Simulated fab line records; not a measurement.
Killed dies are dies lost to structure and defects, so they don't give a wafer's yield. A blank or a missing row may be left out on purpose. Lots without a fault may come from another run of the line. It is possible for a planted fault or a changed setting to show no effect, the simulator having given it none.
Split-lot trial	flow n5Finfet	7 lots, 21 wafers read, on a route of 1938 steps

## THE SPLIT
At N5_BEOL_M15_ETCH_61 (etches BARC in N2/H2, target depth 89 nm, overetch 26.7 nm, time 67.9 s), the setting biasW was moved away from the recipe's 150 W on 6 of the 21 wafers read, by -17.4% to +15.0%. The other wafers ran this setting at the recipe's value.

Reading taken at the split's own step.

## THE READING
rfVppV, in V, at N5_BEOL_M15_ETCH_61 (etches BARC in N2/H2, target depth 89 nm, overetch 26.7 nm, time 67.9 s). Typical for fault-free wafers on this fab line: 523.0 V, with standard deviation 2.7 V.

wafer	tool, chamber at the split	biasW as run, W	against the recipe	rfVppV, V	against lot-mates on the recipe
L081.2	rieDiel-01, 0	150	recipe	523.4	-
L081.4	rieDiel-01, 1	150	recipe	521.6	-
L081.5	rieDiel-01, 1	123.9	-17.4%	461.1	-61.4
L082.1	rieDiel-03, 3	150	recipe	522.1	-
L082.4	rieDiel-03, 0	150	recipe	522.8	-
L082.5	rieDiel-03, 2	150	recipe	524.1	-
L084.3	rieDiel-03, 1	150	recipe	525.1	-
L084.5	rieDiel-03, 2	150	recipe	525.0	-
L084.6	rieDiel-03, 3	150	recipe	522.0	-
L088.1	rieDiel-01, 0	166.4	+10.9%	557.2	no lot-mate on the recipe
L088.2	rieDiel-01, 1	166.4	+10.9%	555.9	no lot-mate on the recipe
L088.5	rieDiel-01, 3	166.4	+10.9%	562.2	no lot-mate on the recipe
L090.1	rieDiel-04, 0	150	recipe	522.2	-
L090.2	rieDiel-04, 1	150	recipe	518.3	-
L090.6	rieDiel-04, 1	150	recipe	517.3	-
L096.1	rieDiel-04, 2	172.5	+15.0%	572.7	+43.8
L096.2	rieDiel-04, 3	150	recipe	528.9	-
L096.5	rieDiel-04, 2	172.5	+15.0%	573.6	+44.7
L097.3	rieDiel-03, 3	150	recipe	521.3	-
L097.4	rieDiel-03, 0	150	recipe	521.8	-
L097.6	rieDiel-03, 3	150	recipe	522.3	-

FIT RESULTS
A straight line over all 21 wafers: rfVppV changes by +3.4 V for each +1% of biasW; r = +0.99; the points scatter about the line by 2.7 V.
The same after taking each lot's own level away (the mean of its wafers on the recipe; 18 wafers): +3.2 V for each +1%; r = +1.00; scatter 2.2 V.
On that fit, the largest move of biasW shifts the reading by 56 V.
The span of the lots' own levels, 519.27 to 528.90 V, comes to 3.6 times the standard deviation stated above.
Consequently the slope shifts little with the lot-to-lot level, the two slopes agreeing.
Check: with one of the wafers moved furthest among these (-17.4%) left out of the fit, the line predicts -51.3 V for it against its lot-mates. It came out at -61.4 V against them.
Tool readings at the split's step, against how far the setting was moved: rfVppV r = +0.99.

## OTHER SPLITS APPLIED TO THESE WAFERS
These wafers also went through other splits before the reading. Each is held against what the fit with the lots' levels taken away leaves over:
other split on the same wafers	wafers away from the commonest value	r with rfVppV (lot level and that fit taken away)
N5_BEOL_M10_COAT_63 spinRpm	5	-0.11
N5_BEOL_M11_ETCH_66 timeS	8	-0.17
N5_BEOL_M13_COAT_22 spinRpm	7	+0.18
N5_BEOL_M13_ETCH_68 timeS	7	-0.24
N5_BEOL_M14_TRENCH_ETCH_34 biasW	8	+0.31

## FILE'S OWN FIT
rfVppV changes by +3.28 V for each +1% of biasW, r = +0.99.
